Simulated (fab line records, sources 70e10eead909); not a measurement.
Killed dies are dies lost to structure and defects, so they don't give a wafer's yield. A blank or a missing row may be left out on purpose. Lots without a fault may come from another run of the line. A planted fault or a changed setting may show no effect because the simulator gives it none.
A struck lot beside a sound one | flow nand_harc | 17 steps out of a route of 1302
Sound: wafers L773.1, L773.5, L773.6. Struck: wafers L787.1, L787.2, L787.4. The cause comes at the end.
At each step with rows: each side's tool, then ch and its chambers, then its first start. Under that, the readings that differ: sound wafers | struck wafers | difference of the means | sigmas: that difference in standard deviations of wafers without a fault.
alike: readings whose means differ by less than 2 such deviations, and words and numbers that are the same on both sides. not compared: withheld readings, readings that some wafer has no value for, bounds like >300 that may hide the same value, and numbers for which the record gives no deviation and whose values overlap.
The two part at a step that has a row with sigmas, a row that says differs or no value, or rows on one side only. Numbers that don't overlap but have no deviation are shown without sigmas and don't part them. A reading that every wafer of one side lacks parts them only if that side has two wafers or more.

NHARC_P_M2_INSPECT_11:
  sound on defect_inspect-01, day 7 01:37; struck on defect_inspect-01, day 12 19:16
  alike: raw_defect_count
then, 3 steps without rows for these wafers: NHARC_P_M2_DESCUM_14 (chemistry O2, time 3 s); NHARC_P_M2_ETCH_35 (etches the open film in N2/H2, target depth 40 nm, overetch 12 nm, time 43.94 s); NHARC_P_M2_ETCH_15 (etches the open film in C4F8/Ar, target depth 182.5 nm, time 91.2 s).
NHARC_P_M2_CD_MEAS_16:
  sound on cd_sem-01, day 7 02:02; struck on cd_sem-01, day 12 19:38
  alike: cd_nm
NHARC_P_M2_STRIP_18: strips in N2/H2.
  sound on rie_diel-11 ch 0,1,3, day 7 02:11; struck on rie_diel-04 ch 1,2,3, day 12 19:44
  alike: drypump_motor_current_A, oes_product_au, rf_vpp_V, showerhead_plenum_p_Torr, throttle_valve_pct
  not compared: rf_hours_counter_h
NHARC_P_M2_ETCH_28: etches the open film in CF4/N2, target depth 30 nm, time 72.99 s.
  sound on rie_diel-11 ch 0,3; struck on rie_diel-04 ch 0,1,3
  alike: drypump_motor_current_A, oes_product_au, rf_vpp_V, showerhead_plenum_p_Torr, throttle_valve_pct
  not compared: rf_hours_counter_h
then, 1 step without rows for these wafers: NHARC_P_M2_STRIP_19 (strips in post etch residue remover, time 600 s).
NHARC_P_M2_DEGAS_29: time 60 s.
  sound on pvd_sputter-01, day 7 02:46; struck on pvd_sputter-03, day 12 20:20
  alike: heater_power_w
then, 1 step without rows for these wafers: NHARC_P_M2_PRE_CLEAN_30 (time 30 s).
NHARC_P_M2_PVD_20: deposits TaN, target thk 5 nm, time 8.06 s.
  sound on pvd_sputter-01; struck on pvd_sputter-03
  alike: cathode_dc_power_W, substrate_temp_c, throttle_valve_pct
then, 1 step without rows for these wafers: NHARC_P_M2_PVD_21 (deposits Cu, target thk 30 nm, time 20.49 s).
NHARC_P_M2_ECD_22: material Cu, target thk 400 nm.
  sound on ecd_cu-02 ch 0,1, day 7 03:08; struck on ecd_cu-02 ch 0,1, day 12 20:42
  no value came back on the struck wafers for bath_heat_duty_pct (%), bath_temp_c (C); on the sound wafers bath_heat_duty_pct (%) reads 5.8 5.2 5.5
NHARC_P_M2_ANNEAL_31: time 90 s.
  sound on rtp_anneal-01 ch 0, day 7 03:32; struck on rtp_anneal-01 ch 0, day 12 21:07
  alike: anneal_temp_c, wafer_temp_C_max
NHARC_P_M2_CMP_23: polishes, t overpolish 20 s, target thk 144.3 nm.
  sound on cmp-04 ch 1,2,3, day 7 03:59; struck on cmp-03 ch 0,1,2, day 12 21:27
  reading                | sound    | struck | difference | sigmas
  time_to_endpoint_s (s) | 29 26 25 | 3 0 2  | -25        | -8
  alike: motor_current_A
NHARC_P_M2_THK_MEAS_24: measures by xrf.
  sound on film_metro-01, day 7 04:13; struck on film_metro-02, day 12 21:56
  reading     | sound             | struck         | difference | sigmas
  thk_nm (nm) | 143.5 143.3 146.3 | 30.5 29.2 29.6 | -114.6     | -72
  not compared: hold
NHARC_END_SORT_01:
  the record has rows for the sound wafers here (prober-01 ch 0, day 25 03:20) and none for the struck ones

WHERE THEY PART
First at NHARC_P_M2_ECD_22; last, within this record, at NHARC_END_SORT_01.

WHY: what the simulator had put in
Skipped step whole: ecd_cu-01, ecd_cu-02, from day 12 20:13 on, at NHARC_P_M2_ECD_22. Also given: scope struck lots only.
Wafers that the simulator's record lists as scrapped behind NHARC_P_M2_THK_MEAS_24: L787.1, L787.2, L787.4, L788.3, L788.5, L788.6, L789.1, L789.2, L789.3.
